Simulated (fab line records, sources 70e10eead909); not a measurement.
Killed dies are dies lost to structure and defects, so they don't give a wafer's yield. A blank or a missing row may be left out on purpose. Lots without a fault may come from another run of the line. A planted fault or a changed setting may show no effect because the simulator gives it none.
A struck lot beside a sound one | flow nand_harc | 17 steps out of a route of 1159
Sound: wafers L504.1, L504.2, L504.3. Struck: wafer L502.2. (L502.1, L502.5 of the same lot were not struck and are left out.) The cause comes at the end.
At each step with rows: each side's tool, then ch and its chambers, then its first start. Under that, the readings that differ: sound wafers | struck wafers | difference of the means | sigmas: that difference in standard deviations of wafers without a fault.
alike: readings whose means differ by less than 2 such deviations, and words and numbers that are the same on both sides. not compared: withheld readings, readings that some wafer has no value for, bounds like >300 that may hide the same value, and numbers for which the record gives no deviation and whose values overlap.
The two part at a step that has a row with sigmas, a row that says differs or no value, or rows on one side only. Numbers that don't overlap but have no deviation are shown without sigmas and don't part them. A reading that every wafer of one side lacks parts them only if that side has two wafers or more.

NHARC_P_M2_INSPECT_11:
  sound on defect_inspect-02, day 10 21:26; struck on defect_inspect-02, day 10 15:58
  alike: raw_defect_count
NHARC_P_M2_DESCUM_14: chemistry O2, time 3 s.
  sound on rie_diel-11 ch 1,2,3, day 10 21:29; struck on rie_diel-11 ch 1, day 10 16:02
  alike: drypump_motor_current_A, oes_product_au, rf_vpp_V, showerhead_plenum_p_Torr, throttle_valve_pct
  not compared: rf_hours_counter_h
then, 2 steps without rows for these wafers: NHARC_P_M2_ETCH_35 (etches the open film in N2/H2, target depth 40 nm, overetch 12 nm, time 43.94 s); NHARC_P_M2_ETCH_15 (etches the open film in C4F8/Ar, target depth 182.5 nm, time 91.2 s).
NHARC_P_M2_CD_MEAS_16:
  sound on cd_sem-02, day 10 21:47; struck on cd_sem-01, day 10 16:20
  alike: cd_nm
then, 1 step without rows for these wafers: NHARC_P_M2_STRIP_18 (strips in N2/H2).
NHARC_P_M2_ETCH_28: etches the open film in CF4/N2, target depth 30 nm, time 72.99 s.
  sound on rie_diel-03 ch 1,2,3; struck on rie_diel-03 ch 1
  alike: bias_w, drypump_motor_current_A, oes_product_au, rf_vpp_V, showerhead_plenum_p_Torr, throttle_valve_pct
  not compared: rf_hours_counter_h
then, 2 steps without rows for these wafers: NHARC_P_M2_STRIP_19 (strips in post etch residue remover, time 600 s); NHARC_P_M2_DEGAS_29 (time 60 s).
NHARC_P_M2_PRE_CLEAN_30: time 30 s.
  sound on pvd_sputter-03; struck on pvd_sputter-01
  alike: heater_power_w
NHARC_P_M2_PVD_20: deposits TaN, target thk 5 nm, time 8.06 s.
  sound on pvd_sputter-03; struck on pvd_sputter-01
  alike: throttle_valve_pct
then, 1 step without rows for these wafers: NHARC_P_M2_PVD_21 (deposits Cu, target thk 30 nm, time 20.49 s).
NHARC_P_M2_ECD_22: material Cu, target thk 400 nm.
  sound on ecd_cu-01 ch 0,1, day 10 22:54; struck on ecd_cu-02 ch 0, day 10 17:28
  alike: bath_temp_c
NHARC_P_M2_ANNEAL_31: time 90 s.
  sound on rtp_anneal-01 ch 0, day 10 23:18; struck on rtp_anneal-02 ch 0, day 10 17:50
  reading          | sound             | struck | difference | sigmas
  wafer_temp_C_max | 226.4 225.9 227.3 | 225.5  | -1.0       | -3
  alike: anneal_temp_c_max
NHARC_P_M2_CMP_23: polishes, t overpolish 20 s, target thk 144.3 nm.
  sound on cmp-04 ch 0,1,2, day 10 23:39; struck on cmp-03 ch 0, day 10 18:11
  reading                | sound          | struck | difference | sigmas
  time_to_endpoint_s (s) | 28.1 25.9 24.7 | 16.7   | -9.5       | -4
  alike: edge_zone_pressure_frac, motor_current_A, slurry_filter_dp_kPa
NHARC_P_M2_THK_MEAS_24: measures by xrf.
  sound on film_metro-01, day 10 23:58; struck on film_metro-02, day 10 18:31
  alike: thk_nm
-- the record jumps here: 13 days lie between the struck wafers' starts before and after (it left off in module P_M2 and takes up again in module END, whose first step shown is number 1159 of the route) --
NHARC_END_SORT_01:
  sound on prober-02 ch 0, day 24 05:52; struck on prober-02 ch 0, day 23 22:51
  reading            | sound          | struck | difference | sigmas
  sort_bin_3_pct (%) | 0.30 0.15 0.15 | 0.74   | +0.54      | +3
  alike: defect_limited_yield, killed_at_array, killed_at_other, killed_at_periphery, killed_dies, killed_open, killed_short, sort_bin_2_pct, sort_bin_4_pct, sort_n_pass, sort_rim_yield_pct, sort_yield_pct

WHERE THEY PART
First at NHARC_P_M2_ANNEAL_31; last, within this record, at NHARC_END_SORT_01.

WHY: what the simulator had put in
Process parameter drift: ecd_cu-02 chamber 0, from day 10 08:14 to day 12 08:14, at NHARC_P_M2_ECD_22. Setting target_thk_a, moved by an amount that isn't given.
